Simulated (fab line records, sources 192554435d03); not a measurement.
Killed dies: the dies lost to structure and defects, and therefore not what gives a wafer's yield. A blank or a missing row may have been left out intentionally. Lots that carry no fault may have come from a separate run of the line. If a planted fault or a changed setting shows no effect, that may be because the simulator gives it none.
Which tool did it? || flow n5 finfet || 11 lots with 32 wafers sampled at 5 steps, on a route of 1938 steps

WHAT EACH GAUGE READ, for each wafer
N5_BEOL_M4_RC_MEAS_101. Usual: DIBL_N 36.6 mV/V, standard deviation 1.8; DIBL_P 37.1 mV/V, standard deviation 2.1; IOFF_N 0.17 nA/um, standard deviation 0.033; IOFF_P 0.23 nA/um, standard deviation 0.039; ION_N 681 uA/um, standard deviation 13; ION_P 467 uA/um, standard deviation 8.7; SS_N 71.6 mV/dec, standard deviation 0.59; SS_P 73.4 mV/dec, standard deviation 0.63; VT_N 249 mV, standard deviation 3.4; VT_P -249 mV, standard deviation 3.7.
{"lot": "L217", "measured": "day 8 16:04", "on": "prober-01", "DIBL_N (mV/V)": "38.0 38.2 38.5", "DIBL_P (mV/V)": "40.2 38.5 40.0", "IOFF_N (nA/um)": "0.19 0.18 0.18", "IOFF_P (nA/um)": "0.25 0.21 0.24", "ION_N (uA/um)": "693 672 686", "ION_P (uA/um)": "471 456 468", "SS_N (mV/dec)": "71.1 71.4 71.2", "SS_P (mV/dec)": "73.5 72.3 73.1", "VT_N (mV)": "245 249 249", "VT_P (mV)": "-248 -251 -248", "flag": ""}
{"lot": "L219", "measured": "day 8 20:31", "on": "prober-01", "DIBL_N (mV/V)": "35.7 39.7 36.5", "DIBL_P (mV/V)": "34.3 39.0 35.1", "IOFF_N (nA/um)": "0.13 0.20 0.15", "IOFF_P (nA/um)": "0.18 0.24 0.18", "ION_N (uA/um)": "659 683 682", "ION_P (uA/um)": "458 468 461", "SS_N (mV/dec)": "71.4 72.0 71.5", "SS_P (mV/dec)": "73.7 74.4 73.4", "VT_N (mV)": "254 248 248", "VT_P (mV)": "-255 -250 -254", "flag": ""}
{"lot": "L226", "measured": "day 10 08:10", "on": "prober-02", "DIBL_N (mV/V)": "35.0 35.6 38.1", "DIBL_P (mV/V)": "36.9 37.5 40.6", "IOFF_N (nA/um)": "0.19 0.17 0.24", "IOFF_P (nA/um)": "0.24 0.25 0.33", "ION_N (uA/um)": "702 679 701", "ION_P (uA/um)": "475 473 479", "SS_N (mV/dec)": "71.3 71.4 72.0", "SS_P (mV/dec)": "74.0 73.4 74.9", "VT_N (mV)": "242 247 240", "VT_P (mV)": "-244 -245 -242", "flag": ""}
{"lot": "L227", "measured": "day 11 04:32", "on": "prober-02", "DIBL_N (mV/V)": "32.8 36.2 34.1", "DIBL_P (mV/V)": "33.6 38.0 34.3", "IOFF_N (nA/um)": "0.11 0.18 0.13", "IOFF_P (nA/um)": "0.20 0.28 0.20", "ION_N (uA/um)": "665 690 672", "ION_P (uA/um)": "464 478 463", "SS_N (mV/dec)": "71.2 71.0 70.5", "SS_P (mV/dec)": "73.2 74.2 72.9", "VT_N (mV)": "254 245 254", "VT_P (mV)": "-248 -245 -246", "flag": ""}
{"lot": "L228", "measured": "day 11 07:30", "on": "prober-02", "DIBL_N (mV/V)": "36.5 38.0 35.9", "DIBL_P (mV/V)": "36.4 37.0 35.3", "IOFF_N (nA/um)": "0.17 0.17 0.15", "IOFF_P (nA/um)": "0.23 0.23 0.20", "ION_N (uA/um)": "691 668 679", "ION_P (uA/um)": "470 457 462", "SS_N (mV/dec)": "70.9 71.8 70.7", "SS_P (mV/dec)": "73.8 73.7 72.4", "VT_N (mV)": "249 251 249", "VT_P (mV)": "-250 -250 -251", "flag": ""}
{"lot": "L230", "measured": "day 11 21:41", "on": "prober-02", "DIBL_N (mV/V)": "36.3 37.7 36.1", "DIBL_P (mV/V)": "36.1 38.0 35.1", "IOFF_N (nA/um)": "0.16 0.18 0.15", "IOFF_P (nA/um)": "0.20 0.22 0.19", "ION_N (uA/um)": "667 707 683", "ION_P (uA/um)": "456 475 463", "SS_N (mV/dec)": "72.0 72.2 71.9", "SS_P (mV/dec)": "73.0 73.9 72.8", "VT_N (mV)": "252 248 253", "VT_P (mV)": "-253 -252 -254", "flag": ""}
{"lot": "L231", "measured": "day 12 05:02", "on": "prober-02", "DIBL_N (mV/V)": "38.4 36.0 36.4", "DIBL_P (mV/V)": "38.3 36.4 36.4", "IOFF_N (nA/um)": "0.20 0.16 0.17", "IOFF_P (nA/um)": "0.25 0.23 0.23", "ION_N (uA/um)": "688 664 671", "ION_P (uA/um)": "467 462 463", "SS_N (mV/dec)": "72.3 71.3 72.0", "SS_P (mV/dec)": "74.1 72.6 72.9", "VT_N (mV)": "249 253 249", "VT_P (mV)": "-248 -250 -248", "flag": ""}
{"lot": "L234", "measured": "day 12 23:22", "on": "prober-02", "DIBL_N (mV/V)": "36.7 37.9", "DIBL_P (mV/V)": "37.5 38.8", "IOFF_N (nA/um)": "0.18 0.19", "IOFF_P (nA/um)": "0.25 0.26", "ION_N (uA/um)": "688 673", "ION_P (uA/um)": "472 462", "SS_N (mV/dec)": "72.1 72.6", "SS_P (mV/dec)": "73.5 74.4", "VT_N (mV)": "248 247", "VT_P (mV)": "-245 -247", "flag": ""}
{"lot": "L235", "measured": "day 13 03:09", "on": "prober-02", "DIBL_N (mV/V)": "38.1 34.8 36.8", "DIBL_P (mV/V)": "39.0 35.4 37.6", "IOFF_N (nA/um)": "0.21 0.14 0.17", "IOFF_P (nA/um)": "0.29 0.23 0.28", "ION_N (uA/um)": "691 673 699", "ION_P (uA/um)": "475 476 487", "SS_N (mV/dec)": "71.5 71.7 71.0", "SS_P (mV/dec)": "73.3 72.8 72.7", "VT_N (mV)": "243 249 247", "VT_P (mV)": "-243 -244 -242", "flag": ""}
{"lot": "L237", "measured": "day 13 06:14", "on": "prober-02", "DIBL_N (mV/V)": "35.8 35.4 33.9", "DIBL_P (mV/V)": "36.8 35.9 34.5", "IOFF_N (nA/um)": "0.18 0.18 0.15", "IOFF_P (nA/um)": "0.26 0.25 0.23", "ION_N (uA/um)": "677 695 699", "ION_P (uA/um)": "476 483 475", "SS_N (mV/dec)": "71.2 71.0 70.7", "SS_P (mV/dec)": "73.4 73.1 73.2", "VT_N (mV)": "246 246 250", "VT_P (mV)": "-244 -242 -242", "flag": ""}
{"lot": "L238", "measured": "day 13 12:21", "on": "prober-01", "DIBL_N (mV/V)": "37.6 35.7 35.8", "DIBL_P (mV/V)": "36.1 34.1 33.4", "IOFF_N (nA/um)": "0.19 0.15 0.14", "IOFF_P (nA/um)": "0.23 0.19 0.19", "ION_N (uA/um)": "680 683 659", "ION_P (uA/um)": "465 460 454", "SS_N (mV/dec)": "71.9 71.6 71.4", "SS_P (mV/dec)": "73.3 72.8 72.7", "VT_N (mV)": "248 249 251", "VT_P (mV)": "-248 -250 -250", "flag": ""}

WHAT TOOL EACH LOT RAN ON (gives the tool, then ch and the chambers of the sampled wafers, and finally the start)
{"lot": "L217", "N5_BEOL_M3_SPUTTER_81": "pvd sputter-02, day 7 16:26", "N5_BEOL_M3_ANNEAL_87": "pvd sputter-02, day 7 16:44", "N5_BEOL_M3_SPUTTER_88": "pvd sputter-02, day 7 16:52", "N5_BEOL_M3_ANNEAL_91": "pvd sputter-02, day 7 17:10"}
{"lot": "L219", "N5_BEOL_M3_SPUTTER_81": "pvd sputter-02, day 8 02:54", "N5_BEOL_M3_ANNEAL_87": "pvd sputter-02, day 8 03:14", "N5_BEOL_M3_SPUTTER_88": "pvd sputter-02, day 8 03:20", "N5_BEOL_M3_ANNEAL_91": "pvd sputter-02, day 8 03:40"}
{"lot": "L226", "N5_BEOL_M3_SPUTTER_81": "pvd sputter-01, day 9 21:15", "N5_BEOL_M3_ANNEAL_87": "pvd sputter-01, day 9 21:33", "N5_BEOL_M3_SPUTTER_88": "pvd sputter-01, day 9 21:41", "N5_BEOL_M3_ANNEAL_91": "pvd sputter-01, day 9 21:59"}
{"lot": "L227", "N5_BEOL_M3_SPUTTER_81": "pvd sputter-03, day 10 07:53", "N5_BEOL_M3_ANNEAL_87": "pvd sputter-03, day 10 08:11", "N5_BEOL_M3_SPUTTER_88": "pvd sputter-03, day 10 08:19", "N5_BEOL_M3_ANNEAL_91": "pvd sputter-03, day 10 08:37"}
{"lot": "L228", "N5_BEOL_M3_SPUTTER_81": "pvd sputter-02, day 10 17:54", "N5_BEOL_M3_ANNEAL_87": "pvd sputter-02, day 10 18:12", "N5_BEOL_M3_SPUTTER_88": "pvd sputter-02, day 10 18:20", "N5_BEOL_M3_ANNEAL_91": "pvd sputter-02, day 10 18:38"}
{"lot": "L230", "N5_BEOL_M3_SPUTTER_81": "pvd sputter-01, day 11 03:29", "N5_BEOL_M3_ANNEAL_87": "pvd sputter-01, day 11 03:47", "N5_BEOL_M3_SPUTTER_88": "pvd sputter-01, day 11 03:55", "N5_BEOL_M3_ANNEAL_91": "pvd sputter-01, day 11 04:13"}
{"lot": "L231", "N5_BEOL_M3_SPUTTER_81": "pvd sputter-01, day 11 15:16", "N5_BEOL_M3_ANNEAL_87": "pvd sputter-01, day 11 15:34", "N5_BEOL_M3_SPUTTER_88": "pvd sputter-01, day 11 15:43", "N5_BEOL_M3_ANNEAL_91": "pvd sputter-01, day 11 16:01"}
{"lot": "L234", "N5_BEOL_M3_SPUTTER_81": "pvd sputter-03, day 12 06:11", "N5_BEOL_M3_ANNEAL_87": "pvd sputter-03, day 12 06:29", "N5_BEOL_M3_SPUTTER_88": "pvd sputter-03, day 12 06:37", "N5_BEOL_M3_ANNEAL_91": "pvd sputter-03, day 12 06:55"}
{"lot": "L235", "N5_BEOL_M3_SPUTTER_81": "pvd sputter-02, day 12 06:23", "N5_BEOL_M3_ANNEAL_87": "pvd sputter-02, day 12 06:41", "N5_BEOL_M3_SPUTTER_88": "pvd sputter-02, day 12 06:49", "N5_BEOL_M3_ANNEAL_91": "pvd sputter-02, day 12 07:07"}
{"lot": "L237", "N5_BEOL_M3_SPUTTER_81": "pvd sputter-01, day 12 19:19", "N5_BEOL_M3_ANNEAL_87": "pvd sputter-01, day 12 19:37", "N5_BEOL_M3_SPUTTER_88": "pvd sputter-01, day 12 19:46", "N5_BEOL_M3_ANNEAL_91": "pvd sputter-01, day 12 20:04"}
{"lot": "L238", "N5_BEOL_M3_SPUTTER_81": "pvd sputter-01, day 12 22:17", "N5_BEOL_M3_ANNEAL_87": "pvd sputter-01, day 12 22:35", "N5_BEOL_M3_SPUTTER_88": "pvd sputter-01, day 12 22:43", "N5_BEOL_M3_ANNEAL_91": "pvd sputter-01, day 12 23:01"}
- N5_BEOL_M3_SPUTTER_81: material Cu, target thk 4.5 nm, time 8.29 s.
- N5_BEOL_M3_ANNEAL_87: time 240 s.
- N5_BEOL_M3_SPUTTER_88: material Cu, target thk 4.5 nm, time 8.29 s.
- N5_BEOL_M3_ANNEAL_91: time 240 s.

AS READ BY THE TOOLS THEMSELVES (means over the sampled wafers that have a number; for cases with no such wafer, the mark the record gives instead)
N5_BEOL_M3_SPUTTER_81. Usual: chamber pressure pa 0.06997 Pa, standard deviation 0.00013; chuck gas flow sccm 1.26 sccm, standard deviation 0.054; throttle valve pct 29.8 %, standard deviation 0.99.
{"lot": "L217", "tool": "pvd sputter-02", "chamber pressure pa (Pa)": 0.06996, "chuck gas flow sccm (sccm)": 1.32, "throttle valve pct (%)": 28.9, "flag": ""}
{"lot": "L219", "tool": "pvd sputter-02", "chamber pressure pa (Pa)": 0.06991, "chuck gas flow sccm (sccm)": 1.25, "throttle valve pct (%)": 29.1, "flag": ""}
{"lot": "L226", "tool": "pvd sputter-01", "chamber pressure pa (Pa)": 0.06996, "chuck gas flow sccm (sccm)": 1.26, "throttle valve pct (%)": 29.9, "flag": ""}
{"lot": "L227", "tool": "pvd sputter-03", "chamber pressure pa (Pa)": 0.06996, "chuck gas flow sccm (sccm)": 1.25, "throttle valve pct (%)": 29.4, "flag": ""}
{"lot": "L228", "tool": "pvd sputter-02", "chamber pressure pa (Pa)": 0.07005, "chuck gas flow sccm (sccm)": 1.20, "throttle valve pct (%)": 29.7, "flag": ""}
{"lot": "L230", "tool": "pvd sputter-01", "chamber pressure pa (Pa)": 0.07001, "chuck gas flow sccm (sccm)": 1.30, "throttle valve pct (%)": 30.8, "flag": ""}
{"lot": "L231", "tool": "pvd sputter-01", "chamber pressure pa (Pa)": 0.06989, "chuck gas flow sccm (sccm)": 1.31, "throttle valve pct (%)": 30.5, "flag": ""}
{"lot": "L234", "tool": "pvd sputter-03", "chamber pressure pa (Pa)": 0.07005, "chuck gas flow sccm (sccm)": 1.25, "throttle valve pct (%)": 30.3, "flag": ""}
{"lot": "L235", "tool": "pvd sputter-02", "chamber pressure pa (Pa)": 0.07001, "chuck gas flow sccm (sccm)": 1.21, "throttle valve pct (%)": 28.9, "flag": ""}
{"lot": "L237", "tool": "pvd sputter-01", "chamber pressure pa (Pa)": 0.07005, "chuck gas flow sccm (sccm)": 1.31, "throttle valve pct (%)": 29.6, "flag": ""}
{"lot": "L238", "tool": "pvd sputter-01", "chamber pressure pa (Pa)": 0.06993, "chuck gas flow sccm (sccm)": 1.27, "throttle valve pct (%)": 30.0, "flag": ""}

N5_BEOL_M3_ANNEAL_87. Usual: 796 W for heater power w, sd 75.
{"lot": "L217", "tool": "pvd sputter-02", "heater power w (W)": 787, "flag": ""}
{"lot": "L219", "tool": "pvd sputter-02", "heater power w (W)": 727, "flag": ""}
{"lot": "L226", "tool": "pvd sputter-01", "heater power w (W)": 782, "flag": ""}
{"lot": "L227", "tool": "pvd sputter-03", "heater power w (W)": 856, "flag": ""}
{"lot": "L228", "tool": "pvd sputter-02", "heater power w (W)": 745, "flag": ""}
{"lot": "L230", "tool": "pvd sputter-01", "heater power w (W)": 815, "flag": ""}
{"lot": "L231", "tool": "pvd sputter-01", "heater power w (W)": 801, "flag": ""}
{"lot": "L234", "tool": "pvd sputter-03", "heater power w (W)": 764, "flag": ""}
{"lot": "L235", "tool": "pvd sputter-02", "heater power w (W)": 785, "flag": ""}
{"lot": "L237", "tool": "pvd sputter-01", "heater power w (W)": 825, "flag": ""}
{"lot": "L238", "tool": "pvd sputter-01", "heater power w (W)": 847, "flag": ""}

N5_BEOL_M3_SPUTTER_88. Usual: chamber pressure pa 0.06999 Pa, standard deviation 0.00015; chuck gas flow sccm 1.25 sccm, standard deviation 0.048; throttle valve pct 29.8 %, standard deviation 0.97.
{"lot": "L217", "tool": "pvd sputter-02", "chamber pressure pa (Pa)": 0.07007, "chuck gas flow sccm (sccm)": 1.27, "throttle valve pct (%)": 28.9, "flag": ""}
{"lot": "L219", "tool": "pvd sputter-02", "chamber pressure pa (Pa)": 0.06999, "chuck gas flow sccm (sccm)": 1.23, "throttle valve pct (%)": 29.0, "flag": ""}
{"lot": "L226", "tool": "pvd sputter-01", "chamber pressure pa (Pa)": 0.06993, "chuck gas flow sccm (sccm)": 1.23, "throttle valve pct (%)": 30.0, "flag": ""}
{"lot": "L227", "tool": "pvd sputter-03", "chamber pressure pa (Pa)": "-", "chuck gas flow sccm (sccm)": "-", "throttle valve pct (%)": "-", "flag": "OFF"}
{"lot": "L228", "tool": "pvd sputter-02", "chamber pressure pa (Pa)": "-", "chuck gas flow sccm (sccm)": "-", "throttle valve pct (%)": "-", "flag": "OFF"}
{"lot": "L230", "tool": "pvd sputter-01", "chamber pressure pa (Pa)": "-", "chuck gas flow sccm (sccm)": "-", "throttle valve pct (%)": "-", "flag": "OFF"}
{"lot": "L231", "tool": "pvd sputter-01", "chamber pressure pa (Pa)": 0.07008, "chuck gas flow sccm (sccm)": 1.22, "throttle valve pct (%)": 30.4, "flag": ""}
{"lot": "L234", "tool": "pvd sputter-03", "chamber pressure pa (Pa)": 0.06993, "chuck gas flow sccm (sccm)": 1.29, "throttle valve pct (%)": 30.2, "flag": ""}
{"lot": "L235", "tool": "pvd sputter-02", "chamber pressure pa (Pa)": 0.06986, "chuck gas flow sccm (sccm)": 1.27, "throttle valve pct (%)": 28.8, "flag": ""}
{"lot": "L237", "tool": "pvd sputter-01", "chamber pressure pa (Pa)": 0.06980, "chuck gas flow sccm (sccm)": 1.20, "throttle valve pct (%)": 29.6, "flag": ""}
{"lot": "L238", "tool": "pvd sputter-01", "chamber pressure pa (Pa)": 0.07002, "chuck gas flow sccm (sccm)": 1.23, "throttle valve pct (%)": 30.1, "flag": ""}

N5_BEOL_M3_ANNEAL_91. Usual: 796 W for heater power w, sd 73.
{"lot": "L217", "tool": "pvd sputter-02", "heater power w (W)": 782, "flag": ""}
{"lot": "L219", "tool": "pvd sputter-02", "heater power w (W)": 737, "flag": ""}
{"lot": "L226", "tool": "pvd sputter-01", "heater power w (W)": 766, "flag": ""}
{"lot": "L227", "tool": "pvd sputter-03", "heater power w (W)": 859, "flag": ""}
{"lot": "L228", "tool": "pvd sputter-02", "heater power w (W)": 743, "flag": ""}
{"lot": "L230", "tool": "pvd sputter-01", "heater power w (W)": 810, "flag": ""}
{"lot": "L231", "tool": "pvd sputter-01", "heater power w (W)": 795, "flag": ""}
{"lot": "L234", "tool": "pvd sputter-03", "heater power w (W)": 750, "flag": ""}
{"lot": "L235", "tool": "pvd sputter-02", "heater power w (W)": 775, "flag": ""}
{"lot": "L237", "tool": "pvd sputter-01", "heater power w (W)": 826, "flag": ""}
{"lot": "L238", "tool": "pvd sputter-01", "heater power w (W)": 855, "flag": ""}

THE ANSWER, worked out from the rows above alone
Rule: a lot counts as off when the mean over its wafers that have a number is more than 3 standard deviations away from the usual mean. A lot without any number at a reading at which 4 lots or more have one is off too. Where the step has rows for the other lots, those lots are counted as sound. First the gauges in route order, then the tools' own readings, where a lot's mean is used as printed above. At the first step where some lot is off, the reading lying furthest off is the one used; lots without a number count as furthest.
Off: L227, L228, L230 (N5_BEOL_M3_SPUTTER_88, chamber pressure pa). Without a number there: L227, L228, L230.
If a tool, at that step or one of the process steps before it, ran each lot that is off and ran no sound lot following the first of them, it fits. Not one of the candidates tried fits.

WHAT THE SIMULATOR HAD PUT IN
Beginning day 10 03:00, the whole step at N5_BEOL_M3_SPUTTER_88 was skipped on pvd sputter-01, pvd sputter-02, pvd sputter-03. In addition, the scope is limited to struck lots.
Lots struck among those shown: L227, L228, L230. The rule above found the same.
